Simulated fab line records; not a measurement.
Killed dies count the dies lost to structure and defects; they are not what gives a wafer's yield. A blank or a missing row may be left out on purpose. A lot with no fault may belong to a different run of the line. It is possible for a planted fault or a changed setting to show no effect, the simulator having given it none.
Matching of chambers || flow nandHarc || NHARC_THIN_TSV_DEP_43 on pecvd-01 has 3 sister chambers
The step deposits SiO2, target thk 1328.5 nm. 6 wafers are shown with their chamber, then 8 later ones without.

## WAFERS, EACH WITH ITS CHAMBER
{"wafer": "L704.3", "chamber": 1, "throttleValvePct (%)": 15.4}
{"wafer": "L714.5", "chamber": 1, "throttleValvePct (%)": 15.7}
{"wafer": "L713.1", "chamber": 2, "throttleValvePct (%)": 15.2}
{"wafer": "L713.3", "chamber": 0, "throttleValvePct (%)": 16.4}
{"wafer": "L713.6", "chamber": 2, "throttleValvePct (%)": 15.5}
{"wafer": "L712.1", "chamber": 0, "throttleValvePct (%)": 16.6}

## WAFERS WHOSE CHAMBER IS MISSING
{"wafer": "L712.3", "throttleValvePct (%)": 15.5}
{"wafer": "L712.4", "throttleValvePct (%)": 15.5}
{"wafer": "L720.3", "throttleValvePct (%)": 15.5}
{"wafer": "L720.4", "throttleValvePct (%)": 15.9}
{"wafer": "L720.5", "throttleValvePct (%)": 15.5}
{"wafer": "L718.2", "throttleValvePct (%)": 16.8}
{"wafer": "L718.3", "throttleValvePct (%)": 15.4}
{"wafer": "L718.6", "throttleValvePct (%)": 16.6}

## EACH ONE'S CHAMBER
{"wafer": "L712.3", "from the rows above": "can't be placed: 1 or 2", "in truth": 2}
{"wafer": "L712.4", "from the rows above": "can't be placed: 1 or 2", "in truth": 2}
{"wafer": "L720.3", "from the rows above": "can't be placed: 1 or 2", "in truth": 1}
{"wafer": "L720.4", "from the rows above": "can't be placed: 1 or 2 or 0", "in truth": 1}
{"wafer": "L720.5", "from the rows above": "can't be placed: 1 or 2", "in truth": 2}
{"wafer": "L718.2", "from the rows above": 0, "in truth": 0}
{"wafer": "L718.3", "from the rows above": "can't be placed: 2 or 1", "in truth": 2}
{"wafer": "L718.6", "from the rows above": 0, "in truth": 0}
Correctly placed: 2 of 8. Can't be placed from these rows: 6 (the true chamber is among the candidates in 6). 0 placed wrongly.
How it was worked out, from the rows above alone: a wafer's distance from a chamber is the root of the sum, over the readings, of the square of ((its reading less the chamber's mean) divided by the reading's scatter). The wafer belongs to the nearest chamber; if the next one is less than 2 further off, it can't be placed. Each chamber's mean is taken over the wafers shown for it. The scatter: the root of (the sum of the squares of (reading less its chamber's mean) over the shown wafers, divided by (wafers less chambers)).
